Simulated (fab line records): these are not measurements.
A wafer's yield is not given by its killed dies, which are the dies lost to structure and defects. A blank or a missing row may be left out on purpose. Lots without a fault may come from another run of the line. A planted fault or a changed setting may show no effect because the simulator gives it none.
Split-lot trial :: flow n5_finfet :: on a route of 1938 steps: 7 lots, 21 wafers read

THE SPLIT
At N5_BEOL_M5_EXPOSE_25 (exposes mask V4, defocus 10 nm), the setting dose_mj was moved away from the recipe's 52.75 on 10 of the 21 wafers read, by -3.8% to +7.2%. The other wafers ran this setting at the recipe's value.

FROM THE SPLIT TO THE READING: what the file shows between them, 2 steps
- N5_BEOL_M5_PEB_26: peb time 60 s
- N5_BEOL_M5_DEVELOP_27: develop time 30 s

THE READING
cd_nm, in nm, at N5_BEOL_M5_CD_MEAS_28 (target cd 30.6 nm, target cd y 20 nm). Fault-free wafers of this fab line usually give 30.54 nm, standard deviation 0.22 nm.

wafer: L076.1
tool, chamber at the split: euv_scanner-01, 0
dose_mj as run: 52.75
against the recipe: recipe
cd_nm, nm: 30.60
against lot-mates on the recipe: -

wafer: L076.2
tool, chamber at the split: euv_scanner-01, 0
dose_mj as run: 54.48
against the recipe: +3.3%
cd_nm, nm: 31.77
against lot-mates on the recipe: +1.26

wafer: L076.5
tool, chamber at the split: euv_scanner-01, 0
dose_mj as run: 52.75
against the recipe: recipe
cd_nm, nm: 30.41
against lot-mates on the recipe: -

wafer: L080.1
tool, chamber at the split: euv_scanner-01, 0
dose_mj as run: 50.73
against the recipe: -3.8%
cd_nm, nm: 29.79
against lot-mates on the recipe: -1.13

wafer: L080.3
tool, chamber at the split: euv_scanner-01, 0
dose_mj as run: 50.73
against the recipe: -3.8%
cd_nm, nm: 29.71
against lot-mates on the recipe: -1.21

wafer: L080.6
tool, chamber at the split: euv_scanner-01, 0
dose_mj as run: 52.75
against the recipe: recipe
cd_nm, nm: 30.92
against lot-mates on the recipe: -

wafer: L089.3
tool, chamber at the split: euv_scanner-01, 0
dose_mj as run: 52.75
against the recipe: recipe
cd_nm, nm: 30.95
against lot-mates on the recipe: -

wafer: L089.4
tool, chamber at the split: euv_scanner-01, 0
dose_mj as run: 56.53
against the recipe: +7.2%
cd_nm, nm: 32.03
against lot-mates on the recipe: +1.08

wafer: L089.5
tool, chamber at the split: euv_scanner-01, 0
dose_mj as run: 56.53
against the recipe: +7.2%
cd_nm, nm: 31.99
against lot-mates on the recipe: +1.04

wafer: L094.1
tool, chamber at the split: euv_scanner-01, 0
dose_mj as run: 53.84
against the recipe: +2.1%
cd_nm, nm: 30.99
against lot-mates on the recipe: +0.70

wafer: L094.2
tool, chamber at the split: euv_scanner-01, 0
dose_mj as run: 52.75
against the recipe: recipe
cd_nm, nm: 30.29
against lot-mates on the recipe: -

wafer: L094.5
tool, chamber at the split: euv_scanner-01, 0
dose_mj as run: 53.84
against the recipe: +2.1%
cd_nm, nm: 30.94
against lot-mates on the recipe: +0.65

wafer: L091.2
tool, chamber at the split: euv_scanner-02, 0
dose_mj as run: 50.76
against the recipe: -3.8%
cd_nm, nm: 29.78
against lot-mates on the recipe: -0.54

wafer: L091.4
tool, chamber at the split: euv_scanner-02, 0
dose_mj as run: 50.76
against the recipe: -3.8%
cd_nm, nm: 29.76
against lot-mates on the recipe: -0.56

wafer: L091.6
tool, chamber at the split: euv_scanner-02, 0
dose_mj as run: 52.75
against the recipe: recipe
cd_nm, nm: 30.32
against lot-mates on the recipe: -

wafer: L095.2
tool, chamber at the split: euv_scanner-01, 0
dose_mj as run: 52.75
against the recipe: recipe
cd_nm, nm: 30.90
against lot-mates on the recipe: -

wafer: L095.3
tool, chamber at the split: euv_scanner-01, 0
dose_mj as run: 52.75
against the recipe: recipe
cd_nm, nm: 30.52
against lot-mates on the recipe: -

wafer: L095.6
tool, chamber at the split: euv_scanner-01, 0
dose_mj as run: 52.75
against the recipe: recipe
cd_nm, nm: 30.55
against lot-mates on the recipe: -

wafer: L096.2
tool, chamber at the split: euv_scanner-01, 0
dose_mj as run: 55.8
against the recipe: +5.8%
cd_nm, nm: 31.77
against lot-mates on the recipe: +1.31

wafer: L096.4
tool, chamber at the split: euv_scanner-01, 0
dose_mj as run: 52.75
against the recipe: recipe
cd_nm, nm: 30.46
against lot-mates on the recipe: -

wafer: L096.6
tool, chamber at the split: euv_scanner-01, 0
dose_mj as run: 52.75
against the recipe: recipe
cd_nm, nm: 30.46
against lot-mates on the recipe: -

FIT RESULTS
A straight line over all 21 wafers: cd_nm changes by +0.212 nm for each +1% of dose_mj; r = +0.96; the points scatter about the line by 0.21 nm.
The same after taking each lot's own level away (the mean of its wafers on the recipe; 21 wafers): +0.2 nm for each +1%; r = +0.93; scatter 0.26 nm.
The reading moves by 1.4 nm for the largest change in dose_mj, on that fit.
Measured against the standard deviation above, the lots' own levels, which go from 30.290 to 30.950 nm, span 3.0 times it.
The two slopes are in agreement: the lot-to-lot level therefore moves the slope only a little.
Check: with one of the wafers moved furthest among these (+7.2%) left out of the fit, the line predicts +1.57 nm for it against its lot-mates. It came out at +1.08 nm against them.

THE WHOLE CHAIN: every reading that the file lists as answering this split, in the file's order
step: N5_BEOL_M5_CD_MEAS_28
what it does: target cd 30.6 nm, target cd y 20 nm
reading: cd_nm
change (the file's fit): +0.212 nm for each +1% of the setting
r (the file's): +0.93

step: N5_BEOL_M5_ETCH_75
what it does: etches underlayer in N2/H2, target depth 6.5 nm, time 5.2 s
reading: BEOL_M5.cd_nm (the simulator's own value, which no gauge read)
change (the file's fit): +0.193 nm for each +1% of the setting
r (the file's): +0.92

step: N5_BEOL_M5_ETCH_67
what it does: etches SiARC in CF4, target depth 15.6 nm, time 26 s
reading: BEOL_M5.cd_nm (the simulator's own value, which no gauge read)
change (the file's fit): +0.179 nm for each +1% of the setting
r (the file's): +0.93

step: N5_BEOL_M5_ETCH_68
what it does: etches SOC in N2/H2, target depth 80 nm, overetch 16 nm, time 120 s
reading: BEOL_M5.cd_nm (the simulator's own value, which no gauge read)
change (the file's fit): +0.198 nm for each +1% of the setting
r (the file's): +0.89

step: N5_BEOL_M5_VIA_ETCH_34
what it does: etches SiCOH lowk in C4F6/O2, target depth 88.3 nm, time 39.2 s
reading: BEOL_M5.cd_nm (the simulator's own value, which no gauge read)
change (the file's fit): +0.211 nm for each +1% of the setting
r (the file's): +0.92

THE FILE'S OWN FIT
cd_nm changes by +0.212 nm for each +1% of dose_mj, r = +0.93.
